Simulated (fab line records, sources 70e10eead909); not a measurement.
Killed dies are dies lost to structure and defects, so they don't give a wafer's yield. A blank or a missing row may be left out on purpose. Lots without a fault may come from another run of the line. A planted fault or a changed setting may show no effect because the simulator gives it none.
Chamber matching | flow nand_harc | NHARC_A_STAIRCASE_CMP_450 on cmp-03: 4 sister chambers
The step polishes SiO2, target thk 200 nm. 8 wafers are shown with their chamber, then 8 later ones without.

WAFERS WITH THEIR CHAMBER
wafer  | chamber | motor_current_A (A)
L080.3 | 2       | 15.7
L081.1 | 1       | 10.9
L081.3 | 3       | 12.4
L081.4 | 2       | 13.7
L083.1 | 3       | 12.4
L083.4 | 1       | 10.9
L083.6 | 0       | 12.1
L084.2 | 0       | 11.5

WAFERS WITHOUT THEIR CHAMBER
wafer  | motor_current_A (A)
L084.5 | 14.8
L084.6 | 13.2
L092.2 | 11.9
L092.4 | 11.1
L092.6 | 13.7
L096.1 | 14.4
L096.2 | 12.0
L096.3 | 11.5

WHICH CHAMBER EACH WENT THROUGH
wafer  | from the rows above          | in truth
L084.5 | 2                            | 2
L084.6 | can't be placed: 3 or 0 or 2 | 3
L092.2 | can't be placed: 0 or 3 or 1 | 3
L092.4 | can't be placed: 1 or 0 or 3 | 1
L092.6 | can't be placed: 2 or 3 or 0 | 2
L096.1 | 2                            | 2
L096.2 | can't be placed: 0 or 3 or 1 | 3
L096.3 | can't be placed: 0 or 1 or 3 | 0
Placed correctly: 2 of 8. Can't be placed from these rows: 6 (the true chamber is among the candidates in 6). Placed wrongly: 0.
How it was worked out, from the rows above alone: a wafer's distance from a chamber is the root of the sum, over the readings, of the square of ((its reading less the chamber's mean) divided by the reading's scatter). The wafer belongs to the nearest chamber; if the next one is less than 2 further off, it can't be placed. A chamber's mean is the mean of its shown wafers. The scatter: the root of (the sum of the squares of (reading less its chamber's mean) over the shown wafers, divided by (wafers less chambers)).
